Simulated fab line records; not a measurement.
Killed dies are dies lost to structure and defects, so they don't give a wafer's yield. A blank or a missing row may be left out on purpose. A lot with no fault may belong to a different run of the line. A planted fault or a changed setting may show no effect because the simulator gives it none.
Matching of chambers :: flow nandHarc :: NHARC_P_GATE_DESCUM_31 on rieDiel-11 has 4 sister chambers
The step chemistry O2, time 3 s. 14 wafers are shown with their chamber, then 7 later ones without.

== WAFERS, EACH WITH ITS CHAMBER ==
wafer: L077.3
chamber: 1
showerheadPlenumPTorr (Torr): 2.02
oesProductAu (a.u.): 1.000
rfVppV (V): 58.7

wafer: L077.5
chamber: 1
showerheadPlenumPTorr (Torr): 2.02
oesProductAu (a.u.): 1.000
rfVppV (V): 57.0

wafer: L077.6
chamber: 2
showerheadPlenumPTorr (Torr): 1.80
oesProductAu (a.u.): 0.987
rfVppV (V): 58.6

wafer: L081.4
chamber: 3
showerheadPlenumPTorr (Torr): 1.98
oesProductAu (a.u.): 1.006
rfVppV (V): 57.3

wafer: L081.5
chamber: 2
showerheadPlenumPTorr (Torr): 1.79
oesProductAu (a.u.): 0.985
rfVppV (V): 57.6

wafer: L081.6
chamber: 3
showerheadPlenumPTorr (Torr): 1.98
oesProductAu (a.u.): 1.012
rfVppV (V): 55.7

wafer: L083.1
chamber: 0
showerheadPlenumPTorr (Torr): 1.96
oesProductAu (a.u.): 0.989
rfVppV (V): 57.8

wafer: L083.3
chamber: 2
showerheadPlenumPTorr (Torr): 1.79
oesProductAu (a.u.): 0.983
rfVppV (V): 57.6

wafer: L083.5
chamber: 2
showerheadPlenumPTorr (Torr): 1.79
oesProductAu (a.u.): 0.993
rfVppV (V): 57.5

wafer: L086.2
chamber: 2
showerheadPlenumPTorr (Torr): 1.79
oesProductAu (a.u.): 0.997
rfVppV (V): 57.5

wafer: L086.3
chamber: 1
showerheadPlenumPTorr (Torr): 2.02
oesProductAu (a.u.): 1.007
rfVppV (V): 59.2

wafer: L086.4
chamber: 3
showerheadPlenumPTorr (Torr): 1.98
oesProductAu (a.u.): 1.013
rfVppV (V): 58.5

wafer: L092.2
chamber: 2
showerheadPlenumPTorr (Torr): 1.78
oesProductAu (a.u.): 0.993
rfVppV (V): 56.1

wafer: L092.3
chamber: 0
showerheadPlenumPTorr (Torr): 1.95
oesProductAu (a.u.): 0.999
rfVppV (V): 58.7

SIGNATURES, as means of the wafers listed above
reading: showerheadPlenumPTorr
chamber 0: 1.9550
chamber 1: 2.0200
chamber 2: 1.7900
chamber 3: 1.9800
scatter within a chamber: 0.005

reading: oesProductAu
chamber 0: 0.99400
chamber 1: 1.00233
chamber 2: 0.98967
chamber 3: 1.01033
scatter within a chamber: 0.00511

reading: rfVppV
chamber 0: 58.250
chamber 1: 58.300
chamber 2: 57.483
chamber 3: 57.167
scatter within a chamber: 1.01
Rule: distance of a wafer from a chamber = root of the sum over the readings of ((wafer's reading minus chamber's mean) / reading's scatter) squared. The wafer belongs to the nearest chamber; if the next one is less than 2 further off, it can't be placed. The scatter: the root of (the sum of the squares of (reading less its chamber's mean) over the shown wafers, divided by (wafers less chambers)).

== WAFERS WHOSE CHAMBER IS MISSING ==
wafer: L092.5
showerheadPlenumPTorr (Torr): 1.95
oesProductAu (a.u.): 0.995
rfVppV (V): 58.5

wafer: L093.4
showerheadPlenumPTorr (Torr): 1.95
oesProductAu (a.u.): 0.995
rfVppV (V): 57.9

wafer: L093.5
showerheadPlenumPTorr (Torr): 1.78
oesProductAu (a.u.): 0.995
rfVppV (V): 57.1

wafer: L093.6
showerheadPlenumPTorr (Torr): 2.01
oesProductAu (a.u.): 0.983
rfVppV (V): 58.5

wafer: L096.3
showerheadPlenumPTorr (Torr): 1.78
oesProductAu (a.u.): 0.994
rfVppV (V): 56.4

wafer: L096.5
showerheadPlenumPTorr (Torr): 1.95
oesProductAu (a.u.): 1.000
rfVppV (V): 58.1

wafer: L096.6
showerheadPlenumPTorr (Torr): 1.97
oesProductAu (a.u.): 1.019
rfVppV (V): 57.5

== CHAMBER TAKEN BY EACH ==
wafer: L092.5
from the rows above: 0
in truth: 0

wafer: L093.4
from the rows above: 0
in truth: 0

wafer: L093.5
from the rows above: 2
in truth: 2

wafer: L093.6
from the rows above: 1
in truth: 1

wafer: L096.3
from the rows above: 2
in truth: 2

wafer: L096.5
from the rows above: 0
in truth: 0

wafer: L096.6
from the rows above: 3
in truth: 3
Correctly placed: 7 of 7. Left unplaced by these rows: 0. Wrongly placed: 0.
